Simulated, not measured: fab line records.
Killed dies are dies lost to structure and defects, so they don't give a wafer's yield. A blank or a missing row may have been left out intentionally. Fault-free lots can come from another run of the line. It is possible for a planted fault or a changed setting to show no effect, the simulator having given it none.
fab line records	flow nand-harc
[record] lots = 13	wafers = 39	last-day = 34
route steps=1302 shown P_BONDPAD@379 A_ONON_D1@442 A_CHANNEL_HOLE_D1@466
lots with no fault: from the same line, run without faults
start-h: hours from the record's first day to the start of the lot's first wafer shown	wait-h: hours since the lot's step before	" unchanged from the row above	L1.1+2: a single row standing in for several wafers	- no value, or no start given	* or withheld: withheld	< > ~ a bound
route shown NAME@n: names a module that has steps shown in the file, with the first one's number in the route	usual: the fault-free wafers' mean and standard deviation	same: alike in all rows	chamber/n: place in a boat	sites: per-site readings	_std_site: standard deviation of those values	_edge_site: the outer-site mean with the inner-site mean subtracted	radius-mm: how far each site lies from the wafer's centre	mask NAME#n: copy n	behind: the tool/chamber that last shaped the wafer	hold: reason for holding the lot/hours on hold/outcome of the hold	device: whichever transistor did not switch (one of n, p or np)	end of line: at the end of the route, the tests of the same wafers	a step given without rows: its recipe and nothing more	killed: dies lost to structure and defects at the first sort, not the wafer's yield	map: shows each die of a wafer: x if killed, . if not, _ if none is there
set.NAME: the run value of the setting; set.NAME@STEP: its run value at that earlier step	model.NAME: the simulator's own value behind a step, which no gauge read
one table for each step of the route and one row for each wafer, over a sample of lots
services: the hour from which a tool's chamber was out of use, counted from the record's first day as start-h (under 0 if before that day), plus the number of hours and why
[[steps]]
[step NHARC_P_BONDPAD_ANNEAL_28]
[recipe] temp-c = 225	time-s = 90
[usual] wafer_temp_C_max = 225.77/0.21
lot.wafer	tool	chamber	start-h	wait-h	wafer_temp_C_max
L614.3	rtp-anneal-01	0	140.81	-	225.06
L614.4	"	0	"	"	225.38
L614.6	"	0	"	"	226.06
L616.1	rtp-anneal-01	0	151.60	0.3	226.14
L616.4	"	0	"	"	225.96
L616.6	"	0	"	"	226.09
L617.1	rtp-anneal-01	0	169.86	0.3	225.99
L617.3	"	0	"	"	225.72
L617.5	"	0	"	"	225.66
L618.2	rtp-anneal-01	0	181.81	-	225.93
L618.3	"	0	"	"	225.47
L618.4	"	0	"	"	225.78
L619.1	rtp-anneal-02	0	188.71	0.3	226.04
L619.4	"	0	"	"	226.20
L619.5	"	0	"	"	226.04
L620.3	rtp-anneal-02	0	196.87	-	225.76
L620.4	"	0	"	"	225.51
L620.5	"	0	"	"	225.58
L626.2	rtp-anneal-02	0	260.18	0.4	225.60
L626.4	"	0	"	"	225.46
L626.6	"	0	"	"	225.95
L629.2	rtp-anneal-02	0	285.58	0.3	225.73
L629.3	"	0	"	"	225.75
L629.4	"	0	"	"	225.62
L630.2	rtp-anneal-01	0	301.35	0.4	225.78
L630.3	"	0	"	"	225.62
L630.4	"	0	"	"	225.70
L632.1	rtp-anneal-01	0	315.16	0.3	225.61
L632.3	"	0	"	"	225.70
L632.6	"	0	"	"	225.96
L634.1	rtp-anneal-02	0	335.14	-	225.72
L634.2	"	0	"	"	225.68
L634.4	"	0	"	"	225.94
L635.1	rtp-anneal-01	0	343.45	0.3	225.66
L635.3	"	0	"	"	225.44
L635.5	"	0	"	"	225.77
L637.1	rtp-anneal-02	0	362.40	0.3	225.87
L637.4	"	0	"	"	225.71
L637.5	"	0	"	"	226.24
[step NHARC_P_BONDPAD_ACTIVATE_29]
[recipe] time-s = 60	n2-flow-sccm = 200	ar-flow-sccm = 0	bias-power-w = 0	chemistry = N2
[usual] drypump-motor-current-A = 5.6/0.46	mfc-ar-sccm = 0.014/0.015	oes-product-au = 1.000/0.0072	rf-vpp-V = 63.9/0.91	showerhead-plenum-p-Torr = 1.73/0.054
lot.wafer	tool	chamber	start-h	wait-h	drypump-motor-current-A	mfc-ar-sccm	oes-product-au	rf-hours-counter-h	rf-vpp-V	showerhead-plenum-p-Torr
L614.3	rie-diel-10	0	141.64	0.1	6.1	0.031	0.995	2.7	64.3	1.74
L614.4	"	1	"	"	5.0	0.017	1.000	2.8	62.9	1.75
L614.6	"	1	"	"	5.0	0.017	1.001	-	64.0	1.75
L616.1	rie-diel-10	2	152.56	0.1	6.1	0	0.998	3.0	63.9	1.68
L616.4	"	3	"	"	5.1	0.003	0.997	2.9	64.6	1.81
L616.6	"	0	"	"	6.1	0.031	1.001	-	64.2	1.74
L617.3	rie-diel-03	1	170.84	0.1	6.0	0.022	0.990	2.5	64.6	1.70
L617.1	"	2	"	"	5.3	0	0.992	3.0	63.8	1.65
L617.5	"	0	"	"	5.3	0	1.001	-	63.5	1.73
L618.4	rie-diel-12	1	182.68	0.1	5.6	0.005	1.000	5.7	63.6	1.64
L618.3	"	2	"	"	5.7	0	1.001	5.3	63.8	1.82
L618.2	"	0	"	"	6.5	0	1.000	5.1	63.7	1.71
L619.1	rie-diel-10	1	189.67	0.1	5.0	0.017	1.001	4.0	66.2	1.75
L619.4	"	2	"	"	6.1	0	1.007	3.9	64.4	1.68
L619.5	"	3	"	"	5.1	0.003	1.005	-	63.7	1.81
L620.3	rie-diel-03	2	197.72	0.1	5.3	0	0.998	5.2	64.1	1.65
L620.4	"	0	"	"	5.3	0	0.988	3.9	65.2	1.73
L620.5	"	2	"	"	5.3	0	0.991	-	62.3	1.65
L626.4	rie-diel-10	2	261.07	0.1	6.1	0	1.001	0.1	62.6	1.68
L626.2	"	1	"	"	5.0	0.017	1.008	0.1	65.7	1.75
L626.6	"	3	"	"	5.1	0.003	1.010	-	65.0	1.81
L629.4	rie-diel-12	0	286.48	0.1	6.5	0	1.010	0.8	64.2	1.71
L629.3	"	2	"	"	5.7	0	1.004	0.9	64.1	1.82
L629.2	"	3	"	"	5.7	0.045	0.998	1.0	64.6	1.70
L630.3	rie-diel-10	2	302.31	0.1	6.1	0	0.993	2.2	63.5	1.68
L630.4	"	3	"	"	5.1	0.003	1.000	2.3	62.9	1.81
L630.2	"	0	"	"	6.1	0.031	1.005	2.1	64.7	1.74
L632.1	rie-diel-10	2	316.12	0.1	6.1	0	0.993	2.8	63.5	1.68
L632.3	"	3	"	"	5.1	0.003	1.006	3.0	65.0	1.81
L632.6	"	2	"	"	6.1	0	1.010	-	64.5	1.68
L634.2	rie-diel-10	2	336.07	0.1	6.1	0	0.981	3.2	64.4	1.68
L634.4	"	3	"	"	5.1	0.003	1.001	3.4	63.7	1.81
L634.1	"	1	"	"	5.1	0.017	0.996	3.0	64.2	1.75
L635.1	rie-diel-03	1	344.42	0.1	6.0	0.022	1.002	3.2	62.9	1.70
L635.3	"	2	"	"	5.3	0	0.997	2.4	62.3	1.65
L635.5	"	1	"	"	6.0	0.022	0.996	-	63.7	1.70
L637.1	rie-diel-10	1	363.33	0.1	5.0	0.017	1.009	3.4	64.9	1.75
L637.4	"	3	"	"	5.1	0.003	1.004	3.9	64.4	1.81
L637.5	"	2	"	"	6.1	0	0.997	-	64.1	1.68
[step NHARC_A_ONON_D1_DEP_25]
[recipe] target-thk-a = 10000	n2-flow-sccm = 2750	n2o-flow-sccm = 2000	nh3-flow-sccm = 500	sih4-flow-sccm = 210	temp-c = 400
lot.wafer	tool	chamber	start-h	wait-h
L614.3+4+6	pecvd-onon-04	0	178.44	0.2
L616.1+4+6	pecvd-onon-01	0	191.38	0.1
L617.1+3+5	pecvd-onon-04	0	206.16	0.1
L618.2+3+4	pecvd-onon-02	0	220.80	0.1
L619.1+4+5	pecvd-onon-04	0	227.36	0.1
L620.3+4+5	pecvd-onon-01	0	236.19	0.2
L626.2+4+6	pecvd-onon-01	0	296.04	0.1
L629.2+3+4	pecvd-onon-02	0	322.71	0.1
L630.2+3+4	pecvd-onon-01	0	340.93	0.1
L632.1+3+6	pecvd-onon-02	0	359.90	0.1
L634.1+2+4	pecvd-onon-04	0	373.39	0.3
L635.1+3+5	pecvd-onon-02	0	382.65	0.1
L637.1+4+5	pecvd-onon-01	0	400.82	0.1
[step NHARC_A_ONON_D1_THK_MEAS_27]
[recipe] thk-meas-gauge = ellipsometry
[usual] thk-nm = 999/12
lot.wafer	tool	chamber	start-h	wait-h	thk-nm
L614.3	film-metro-01	-	178.84	-	1005
L614.4	"	-	"	"	1002
L614.6	"	-	"	"	1004
L616.1	film-metro-02	-	191.92	-	1012
L616.4	"	-	"	"	1011
L616.6	"	-	"	"	1012
L617.1	film-metro-02	-	206.67	-	993
L617.3	"	-	"	"	993
L617.5	"	-	"	"	994
L618.2	film-metro-02	-	221.26	-	1013
L618.3	"	-	"	"	1011
L618.4	"	-	"	"	1012
L619.1	film-metro-01	-	227.87	-	991
L619.4	"	-	"	"	991
L619.5	"	-	"	"	993
L620.3	film-metro-02	-	236.58	-	1014
L620.4	"	-	"	"	1015
L620.5	"	-	"	"	1015
L626.2	film-metro-02	-	296.49	-	978
L626.4	"	-	"	"	978
L626.6	"	-	"	"	979
L629.2	film-metro-01	-	323.16	-	981
L629.3	"	-	"	"	980
L629.4	"	-	"	"	981
L630.2	film-metro-02	-	341.38	-	1045
L630.3	"	-	"	"	1048
L630.4	"	-	"	"	1003
L632.1	film-metro-02	-	360.42	-	974
L632.3	"	-	"	"	974
L632.6	"	-	"	"	973
L634.1	film-metro-02	-	373.90	-	996
L634.2	"	-	"	"	996
L634.4	"	-	"	"	994
L635.1	film-metro-01	-	383.15	-	1005
L635.3	"	-	"	"	998
L635.5	"	-	"	"	1002
L637.1	film-metro-02	-	401.33	-	1017
L637.4	"	-	"	"	1018
L637.5	"	-	"	"	1016
[step NHARC_A_CHANNEL_HOLE_D1_ETCH_38]
[recipe] target-depth-a = 390	over-etch-frac = 0.3	time-s = 65	ion-energy-ev = 80	cf4-flow-sccm = 150	ar-flow-sccm = 0	rf-w = 300	bias-w = 100	chemistry = CF4
[usual] drypump-motor-current-A = 5.7/0.51	mfc-ar-sccm = 0.004/0.0083	oes-product-au = 0.997/0.0084	rf-vpp-V = 150.9/1.1	showerhead-plenum-p-Torr = 1.74/0.065	throttle-valve-pct = 13.283/0.0093
lot.wafer	tool	chamber	start-h	wait-h	drypump-motor-current-A	mfc-ar-sccm	oes-product-au	rf-hours-counter-h	rf-vpp-V	showerhead-plenum-p-Torr	throttle-valve-pct
L614.3	rie-diel-02	0	183.18	0.2	4.9	0.004	1.006	44	150.7	1.66	13.281
L614.4	"	1	"	"	5.6	0.007	1.013	42	150.8	1.73	13.283
L614.6	"	2	"	"	5.4	0	0.995	-	149.8	1.69	13.294
L616.1	rie-diel-04	0	196.04	0.1	6.0	0	1.003	2	150.4	1.68	13.283
L616.4	"	0	"	"	6.0	0	0.991	-	150.2	1.68	13.278
L616.6	"	2	"	"	6.3	0.025	0.990	-	151.0	1.73	13.286
L617.1	rie-diel-13	2	212.35	0.1	5.5	0	0.997	2	150.3	1.69	13.293
L617.3	"	1	"	"	5.0	0	0.991	2	151.3	1.74	13.279
L617.5	"	2	"	"	5.6	0	0.992	-	150.9	1.69	13.290
L618.3	rie-diel-13	1	225.43	0.1	5.1	0	0.994	3	151.4	1.74	13.282
L618.2	"	2	"	"	5.6	0	0.987	3	149.3	1.69	13.270
L618.4	"	3	"	"	5.4	0	0.989	3	153.3	1.85	13.276
L619.4	rie-diel-13	0	232.68	0.1	6.3	0.020	0.991	4	149.2	1.69	13.297
L619.1	"	2	"	"	5.6	0	0.984	4	150.2	1.68	13.290
L619.5	"	1	"	"	5.1	0	0.998	-	151.6	1.74	13.267
L620.4	rie-diel-13	3	243.53	0.1	5.4	0	0.996	6	151.5	1.85	13.274
L620.3	"	0	"	"	6.3	0.020	0.991	6	150.2	1.69	13.285
L620.5	"	2	"	"	5.6	0	0.981	-	150.3	1.69	13.282
L626.4	rie-diel-04	0	304.11	0.1	6.1	0	0.990	43	150.0	1.67	13.283
L626.2	"	3	"	"	6.0	0	0.988	39	151.7	1.74	13.303
L626.6	"	1	"	"	6.7	0	1.011	-	152.1	1.83	13.299
L629.2	rie-diel-13	3	328.98	0.1	5.4	0	0.995	15	151.0	1.84	13.289
L629.3	"	2	"	"	5.6	0	0.993	13	151.3	1.68	13.272
L629.4	"	3	"	"	5.4	0	0.988	-	153.2	1.84	13.290
L630.4	rie-diel-04	0	345.31	0.1	6.0	0	1.012	57	149.2	1.67	13.288
L632.3	rie-diel-13	1	364.41	0.1	5.1	0	0.980	1	152.7	1.73	13.277
L632.1	"	0	"	"	6.3	0.020	0.988	1	151.2	1.69	13.283
L632.6	"	1	"	"	5.1	0	0.995	-	150.5	1.73	13.284
L634.1	rie-diel-13	0	383.70	0.1	6.3	0.020	0.996	3	149.0	1.69	13.288
L634.4	"	1	"	"	5.0	0	0.990	3	149.3	1.73	13.289
L634.2	"	2	"	"	5.6	0	0.985	3	150.5	1.68	13.279
L635.3	rie-diel-13	1	388.25	0.1	5.0	0	1.002	4	152.3	1.73	13.274
L635.1	"	3	"	"	5.4	0	0.998	4	152.4	1.84	13.291
L635.5	"	2	"	"	5.6	0	0.987	-	148.7	1.68	13.295
L637.1	rie-diel-13	2	408.88	0.1	5.5	0	0.988	5	150.1	1.68	13.282
L637.4	"	1	"	"	5.0	0	0.999	-	151.0	1.73	13.284
L637.5	"	1	"	"	5.1	0	1.003	-	150.8	1.73	13.298
[[services]]
tool	chamber	start-h	hours	kind
pecvd-onon-04	-	130.00	13.0	pm
rie-diel-03	2	140.20	8.8	repair
rie-diel-03	0	140.22	7.3	repair
rie-diel-13	-	165.00	9.0	pm
pecvd-onon-02	-	185.03	13.0	pm
pecvd-onon-01	-	217.97	4.4	repair
pecvd-onon-04	-	235.01	6.0	repair
rie-diel-10	0	237.16	19.2	repair
rie-diel-10	-	242.50	9.0	pm
rie-diel-10	-	256.45	1.3	repair
rie-diel-13	2	261.36	6.1	repair
pecvd-onon-01	-	269.95	13.0	pm
rie-diel-10	-	274.18	1.8	repair
rie-diel-03	-	281.30	9.0	pm
pecvd-onon-04	-	311.12	13.0	pm
rie-diel-13	2	313.72	8.4	repair
rie-diel-03	1	324.51	2.9	repair
rie-diel-13	1	326.52	4.1	repair
rie-diel-13	-	342.00	9.0	pm
rie-diel-10	0	344.38	7.0	repair
pecvd-onon-02	-	366.03	13.0	pm
rtp-anneal-01	-	372.01	12.0	pm
rie-diel-13	3	396.66	26.0	repair
rie-diel-13	0	399.77	27.6	repair
[[key]]
[first-sign] step = NHARC_A_ONON_D1_THK_MEAS_27	reading = thk-nm	direction = up	sigmas = 4.1	usual = 999	struck = 1047
effect none on later readings
met-at NHARC_A_ONON_D1_DEP_25
struck-lots L630
struck-wafers L630.2,L630.3
later-rows-left-out L630.2,L630.3
sort-left-out L630.2,L630.3
tester-left-out L630
not-acting-at NHARC_P_BONDPAD_ANNEAL_28,NHARC_P_BONDPAD_ACTIVATE_29,NHARC_A_CHANNEL_HOLE_D1_ETCH_38
onset-between 296.04 340.93
[fault] kind = process-parameter-drift	tool = pecvd-onon-01	chamber = -	onset-h = 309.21	steps = NHARC_A_ONON_D1_DEP_25	channel = target-thk-a	offset = *	shape = step	end-h = 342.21	scope = struck-wafers-only	acts-in = *	stated = *
// tester-left-out: of these lots the tester's yield and bins aren't shown, on N5 and GAA mostly nor the transistor test; their killed dies are dies lost to structure and defects alone, not to doping, threshold or leakage, so they don't give the yield
// sort-left-out: the simulated sort isn't trusted on such a fault, so these wafers' sort isn't shown, and their yield isn't known
// later-rows-left-out: the simulator's readings of these wafers behind a module that went badly wrong aren't trusted and aren't shown, but for the sort
